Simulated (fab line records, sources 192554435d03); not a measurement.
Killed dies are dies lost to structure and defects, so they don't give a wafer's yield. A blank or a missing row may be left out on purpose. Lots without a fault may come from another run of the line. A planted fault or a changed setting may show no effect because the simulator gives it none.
fab line records | flow n5_finfet
record lots=10 wafers=26 last_day=20
route steps=1938 shown HKMG_FIN@438 BEOL_M4@1111
lots that met no fault: from a run of the same line without faults
start_h: hours from the record's first day to the start of the lot's first wafer shown | wait_h: hours since the lot's step before | " the same as in the row above | L1.1+2: a row that stands for several wafers | - no value, or no start given | * or withheld: withheld | < > ~ a bound
route shown NAME@n: a module of which the file shows steps, and the number in the route of the first | usual: mean/standard deviation of fault-free wafers | same: alike in all rows | chamber/n: place in a boat | sites: the reading at each site | _std_site: their standard deviation | _edge_site: outer sites' mean less inner sites' | radius_mm: how far each site lies from the wafer's centre | mask NAME#n: copy n | behind: the tool/chamber that last shaped the wafer | hold: why the lot was held/for how many hours/how that ended | device: the transistor (n, p or np) that didn't switch | end of line: the same wafers' tests at the end of the route | a step without rows: its recipe alone | killed: dies lost to structure and defects at the first sort, not the wafer's yield | map: a wafer's dies, x killed, . not, _ none there
set.NAME: the setting as run; set.NAME@STEP: as run at that earlier step | model.NAME: the simulator's own value behind a step, which no gauge read
steps of the route over a sample of lots; a table a step, a row a wafer
services: from which hour (start_h, from the record's first day; less than 0 if before it) a tool's chamber was out of use, for how many hours, and why
## steps
# step N5_HKMG_FIN_ETCH_35
# recipe chemistry=N2/H2 target=SOC target_depth_a=2158 ion_energy_ev=65 bias_w=5 source_w=3000 time_s=243.4 pressure_mtorr=30 n2_flow_sccm=200 h2_flow_sccm=200
# usual chamber_pressure_mTorr=30.003/0.027 drypump_motor_current_A=5.8/0.46 oes_product_au=0.79/0.096 rf_vpp_V=141.5/0.9 showerhead_plenum_p_Torr=2.53/0.059 throttle_valve_pct=17.83/0.29
# columns lot.wafer tool chamber start_h wait_h chamber_pressure_mTorr drypump_motor_current_A oes_product_au rf_hours_counter_h rf_vpp_V showerhead_plenum_p_Torr throttle_valve_pct
L366.2 rie_diel-01 0 82.31 0.0 29.985 5.8 0.70 242 140.9 2.61 17.83
L366.5 " 3 " " 29.970 6.1 0.83 - 141.5 2.59 18.06
L366.6 " 0 " " 30.015 5.8 0.70 - 142.6 2.61 17.84
L369.1 rie_diel-05 3 100.53 0.0 30.046 6.6 0.67 239 141.1 2.51 17.83
L369.2 " 2 " " 30.032 6.1 0.67 234 141.2 2.60 17.73
L369.6 " 1 " " 30.056 5.8 0.72 - 141.9 2.42 18.03
L377.5 rie_diel-05 1 148.83 0.1 29.986 5.8 0.71 - 142.2 2.41 18.05
L377.6 " 0 " " 30.004 5.7 0.73 - 141.3 2.53 18.10
L378.2 rie_diel-05 3 152.74 0.0 30.023 6.6 0.95 2 140.5 2.51 17.40
L378.5 " 1 " " 30.017 5.8 0.71 - 140.2 2.41 18.05
L379.1 rie_diel-01 2 159.23 0.0 30.024 5.4 0.84 45 141.0 2.51 18.09
L379.2 " 1 " " 29.978 6.0 0.82 72 142.2 2.54 17.41
L381.2 rie_diel-01 0 169.39 0.0 30.063 5.8 0.96 18 142.1 2.60 17.35
L381.4 " 1 " " 29.978 6.0 0.81 76 142.9 2.54 17.41
L381.5 " 0 " " 30.034 5.8 0.96 - 143.0 2.60 17.36
L383.1 rie_diel-01 2 183.28 0.0 29.989 5.4 0.83 53 139.9 2.51 18.08
L383.3 " 0 " " 30.012 5.8 0.94 24 141.6 2.60 17.36
L383.5 " 3 " " 30.004 6.0 0.79 - 141.4 2.57 18.13
L384.3 rie_diel-06 0 187.12 0.0 30.028 5.5 0.83 69 141.0 2.59 17.67
L384.4 " 2 " " 30.009 4.6 0.81 92 140.4 2.57 18.04
L384.6 " 2 " " 30.034 4.6 0.82 - 143.2 2.57 18.06
L385.1 rie_diel-01 2 201.38 0.0 30.011 5.5 0.82 59 141.5 2.51 18.11
L385.4 " 3 " " 29.974 6.0 0.78 114 141.4 2.57 18.13
L385.5 " 2 " " 30.010 5.5 0.81 - 139.9 2.51 18.11
L386.3 rie_diel-05 3 205.91 0.0 29.967 6.6 0.91 22 141.8 2.50 17.43
L386.6 " 2 " " 29.974 6.1 0.96 - 142.5 2.58 17.42
# step N5_HKMG_FIN_ALD_91
# recipe material=TiN target_thk_a=10 temp_c=400 ald_precursor_family=TiCl4 ald_co_reactant=NH3 pulse_time_s=1 purge_time_s=3 co_reactant_purge_time_s=2 co_reactant_pulse_time_s=2 ald_cycles=47 pressure_torr=3
# usual ald_cycles=47/0 chamber_pressure_Torr=3.000/0.0069 heater_power_w=851/100 precursor_pulse_height_rel=1.000/0.022
# columns lot.wafer tool chamber start_h wait_h ald_cycles chamber_pressure_Torr heater_power_w precursor_pulse_height_rel
L366.2 ald_metal-02 0 82.99 0.3 47 2.986 885 1.024
L366.5 " 3 " " 47 3.007 770 0.981
L366.6 " 2 " " 47 2.997 859 1.002
L369.1 ald_metal-02 0 101.21 0.3 47 2.997 904 0.959
L369.2 " 3 " " 47 3.002 790 1.013
L369.6 " 0 " " 47 3.013 905 1.014
L377.5 ald_metal-02 3 149.60 0.1 47 2.994 794 0.981
L377.6 " 0 " " 47 3.003 919 1.019
L378.2 ald_metal-04 2 153.41 0.3 47 3.000 845 1.009
L378.5 " 1 " " 47 2.994 838 1.030
L379.1 ald_metal-04 0 159.91 0.3 47 3.000 650 0.959
L379.2 " 3 " " 47 3.004 869 1.020
L381.2 ald_metal-04 3 170.07 0.3 47 3.000 848 0.997
L381.4 " 0 " " 47 3.004 659 1.037
L381.5 " 1 " " 47 2.991 841 1.001
L383.1 ald_metal-04 1 183.96 0.3 47 2.991 818 1.002
L383.3 " 0 " " 47 2.997 641 1.030
L383.5 " 0 " " 47 2.995 661 1.039
L384.3 ald_metal-03 2 187.83 0.1 47 3.014 1004 1.027
L384.4 " 3 " " 47 3.003 875 1.002
L384.6 " 3 " " 47 3.005 861 1.003
L385.1 ald_metal-04 1 202.10 0.3 47 2.986 848 0.981
L385.4 " 2 " " 47 3.006 843 0.966
L385.5 " 0 " " 47 3.002 653 0.995
L386.3 ald_metal-03 2 206.59 0.1 47 2.991 1029 0.959
L386.6 " 1 " " 47 2.997 865 0.959
# step N5_HKMG_FIN_ALD_21
# recipe material=TiN target_thk_a=15 temp_c=400 ald_precursor_family=TiCl4 ald_co_reactant=NH3 pulse_time_s=1 purge_time_s=3 co_reactant_purge_time_s=2 co_reactant_pulse_time_s=2 ald_cycles=68 pressure_torr=3
# usual ald_cycles=68/0 chamber_pressure_Torr=3.000/0.0066 heater_power_w=876/97 precursor_pulse_height_rel=1.001/0.02
# columns lot.wafer tool chamber start_h wait_h ald_cycles chamber_pressure_Torr heater_power_w precursor_pulse_height_rel
L366.2 ald_metal-02 3 85.22 0.3 68 3.002 798 1.006
L366.5 " 1 " " 68 2.993 837 0.982
L366.6 " 2 " " 68 3.004 833 0.967
L369.1 ald_metal-04 0 103.56 0.3 68 3.005 675 0.986
L369.2 " 2 " " 68 2.995 833 0.960
L369.6 " 0 " " 68 2.989 663 1.030
L377.5 ald_metal-03 3 151.80 0.2 68 2.998 870 0.963
L377.6 " 0 " " 108 3.001 1071 1.026
L378.2 ald_metal-03 2 155.83 0.3 108 3.009 1045 1.024
L378.5 " 2 " " 68 2.994 1019 1.011
L379.1 ald_metal-03 1 162.10 0.3 68 2.998 890 1.013
L379.2 " 2 " " 108 3.008 1055 0.992
L381.2 ald_metal-02 3 172.35 0.3 68 3.007 810 0.988
L381.4 " 0 " " 68 2.998 910 0.993
L381.5 " 1 " " 68 3.000 833 1.034
L383.1 ald_metal-04 3 186.44 0.3 68 2.991 901 0.990
L383.3 " 1 " " 68 2.999 836 1.016
L383.5 " 2 " " 68 3.008 831 1.004
L384.3 ald_metal-04 0 190.16 0.1 68 2.996 660 1.000
L384.4 " 1 " " 68 2.977 855 1.009
L384.6 " 0 " " 68 2.997 668 1.019
L385.1 ald_metal-02 1 204.25 0.3 68 3.011 824 0.983
L385.4 " 3 " " 68 2.996 780 1.010
L385.5 " 3 " " 68 3.008 799 1.002
L386.3 ald_metal-02 1 208.82 0.1 68 2.997 849 1.030
L386.6 " 3 " " 68 2.996 797 1.008
# step N5_HKMG_FIN_W_FILL_22
# recipe material=W target_thk_a=600 temp_c=400 pressure_torr=39.4 time_s=18.2
# usual chamber_pressure_Torr=39.39/0.082 heater_power_w=908/140 throttle_valve_pct=20.2/0.85
# columns lot.wafer tool chamber start_h wait_h chamber_pressure_Torr heater_power_w throttle_valve_pct
L366.2 cvd_w-02 0 85.64 0.0 39.33 1123 20.7
L366.5 " 0 " " 39.38 1123 20.7
L366.6 " 1 " " 39.44 889 20.5
L369.1 cvd_w-01 0 103.98 0.0 39.35 846 19.1
L369.2 " 1 " " 39.35 746 19.1
L369.6 " 1 " " 39.41 713 19.3
L377.5 cvd_w-01 0 152.07 0.0 39.34 852 19.3
L377.6 " 1 " " 39.35 732 19.3
L378.2 cvd_w-02 0 156.26 0.0 39.43 1114 21.0
L378.5 " 0 " " 39.52 1097 21.0
L379.1 cvd_w-02 0 162.52 0.0 39.17 1118 21.1
L379.2 " 1 " " 39.36 896 20.6
L381.2 cvd_w-01 1 172.78 0.0 39.43 737 19.4
L381.4 " 1 " " 39.30 737 19.3
L381.5 " 0 " " 39.43 850 19.3
L383.1 cvd_w-02 0 186.86 0.0 39.53 1130 21.2
L383.3 " 1 " " 39.36 886 21.0
L383.5 " 1 " " 39.33 872 21.0
L384.3 cvd_w-01 0 190.59 0.0 39.38 851 19.5
L384.4 " 1 " " 39.37 746 19.3
L384.6 " 1 " " 39.43 747 19.2
L385.1 cvd_w-01 0 204.68 0.0 39.35 847 20.1
L385.4 " 0 " " 39.37 821 19.9
L385.5 " 0 " " 39.46 842 19.6
L386.3 cvd_w-02 0 209.25 0.0 39.46 1111 21.2
L386.6 " 1 " " 39.42 916 20.9
# step N5_BEOL_M4_RC_MEAS_101
# usual DIBL_N=36.3/1.7 DIBL_P=36.5/2.1 IOFF_N=0.16/0.03 IOFF_P=0.22/0.035 ION_N=675/11 ION_P=465/7.1 SS_N=71.5/0.62 SS_P=73.3/0.64 VT_N=250/3.1 VT_P=-249.1/3
# columns lot.wafer tool chamber start_h wait_h DIBL_N[mV/V] DIBL_P[mV/V] IOFF_N[nA/um] IOFF_P[nA/um] ION_N[uA/um] ION_P[uA/um] SS_N[mV/dec] SS_P[mV/dec] VT_N[mV] VT_P[mV]
L366.2 prober-01 0 165.05 0.2 35.2 35.6 0.15 0.23 683 472 71.4 72.4 249 -244.8
L366.5 " 0 " " 37.2 38.1 0.18 0.28 671 469 71.3 73.8 246 -244.1
L366.6 " 0 " " 34.7 35.4 0.14 0.23 673 473 70.8 72.9 252 -244.3
L369.1 prober-01 0 190.15 0.0 39.5 41.8 0.24 0.32 675 469 72.6 74.9 248 -246.1
L369.2 " 0 " " 37.1 38.5 0.20 0.26 680 472 72.6 73.7 246 -246.7
L369.6 " 0 " " 38.1 40.9 0.21 0.29 696 476 72.8 74.0 245 -245.6
L378.2 prober-02 0 285.46 0.2 34.6 34.0 0.12 0.20 655 456 71.7 73.5 254 -249.2
L378.5 " 0 " " 37.8 38.5 0.18 0.29 668 463 72.0 74.3 249 -243.5
L379.1 prober-01 0 297.93 0.0 33.6 33.2 0.13 0.18 654 452 71.5 73.0 251 -250.5
L379.2 " 0 " " 38.5 38.7 0.22 0.27 687 469 72.2 73.7 245 -247.3
L377.5 prober-01 0 300.28 0.6 34.9 35.6 0.14 0.19 670 457 72.2 73.0 252 -250.3
L377.6 " 0 " " 37.6 40.2 0.21 0.27 699 474 72.7 73.6 243 -246.3
L384.3 prober-02 0 303.65 0.3 37.7 38.0 0.17 0.21 679 457 72.3 73.4 250 -251.3
L384.4 " 0 " " 37.1 36.4 0.16 0.19 667 447 72.0 72.9 253 -255.7
L384.6 " 0 " " 35.4 35.3 0.13 0.18 665 458 71.1 73.0 252 -252.1
L385.1 prober-01 0 308.98 0.0 38.4 36.9 0.19 0.25 681 468 72.3 73.4 246 -245.4
L385.4 " 0 " " 36.6 34.3 0.15 0.21 674 468 71.7 73.4 248 -246.7
L385.5 " 0 " " 37.4 36.5 0.18 0.24 694 474 71.3 73.3 246 -247.4
L381.2 prober-02 0 325.00 0.2 32.9 34.5 0.14 0.19 678 462 71.1 73.4 249 -251.0
L381.4 " 0 " " 33.7 35.4 0.14 0.20 661 459 71.2 72.9 249 -253.3
L381.5 " 0 " " 33.4 34.9 0.14 0.19 660 459 70.5 73.0 252 -251.4
L386.3 prober-01 0 327.50 0.3 36.0 35.6 0.14 0.19 664 456 71.3 72.3 251 -252.3
L386.6 " 0 " " 37.3 36.9 0.16 0.21 685 462 71.8 73.2 250 -249.8
L383.1 prober-02 0 330.25 0.0 37.5 38.0 0.18 0.28 662 460 71.3 73.8 248 -245.2
L383.3 " 0 " " 37.8 36.8 0.17 0.24 678 466 72.0 73.4 251 -246.1
L383.5 " 0 " " 39.2 38.9 0.20 0.26 672 456 72.5 73.3 247 -245.9
## services
# columns tool chamber start_h hours kind
rie_diel-05 0 65.41 2.3 repair
rie_diel-05 2 83.44 2.5 repair
rie_diel-01 0 100.97 - clean
rie_diel-01 0 100.97 - consumable_replace:focus_ring
rie_diel-01 0 100.97 22.1 scheduled_down
rie_diel-01 0 100.97 22.1 vent_cycle
ald_metal-02 - 102.96 6.4 repair
rie_diel-05 - 106.30 2.8 pm
rie_diel-06 1 121.89 3.9 repair
cvd_w-02 0 125.53 6.4 repair
ald_metal-02 - 132.71 4.3 pm
rie_diel-05 3 134.17 - clean
rie_diel-05 3 134.17 - consumable_replace:focus_ring
rie_diel-05 3 134.17 13.7 scheduled_down
rie_diel-05 3 134.17 13.7 vent_cycle
cvd_w-01 - 139.72 0.6 repair
rie_diel-05 2 147.93 - clean
rie_diel-05 2 147.93 - consumable_replace:focus_ring
rie_diel-05 2 147.93 15.4 scheduled_down
rie_diel-06 1 168.38 3.6 repair
ald_metal-03 - 176.80 0.5 repair
cvd_w-02 0 191.27 10.2 repair
ald_metal-04 - 194.12 1.3 repair
ald_metal-03 - 207.92 1.4 repair
## key
first_sign step=N5_HKMG_FIN_ALD_21 reading=ald_cycles direction=up sigmas=99+ usual=* struck=*
effect none on later readings
met_at N5_HKMG_FIN_ALD_21
struck_lots L377,L378,L379
struck_wafers L377.6,L378.2,L379.2
not_acting_at N5_HKMG_FIN_ETCH_35,N5_HKMG_FIN_ALD_91,N5_HKMG_FIN_W_FILL_22
fault kind=process_parameter_drift tool=ald_metal-03 chamber=- onset_h=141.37 steps=N5_HKMG_FIN_ALD_21 channel=ald_cycles offset=* shape=step end_h=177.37 scope=struck_wafers_only acts_in=* stated=*
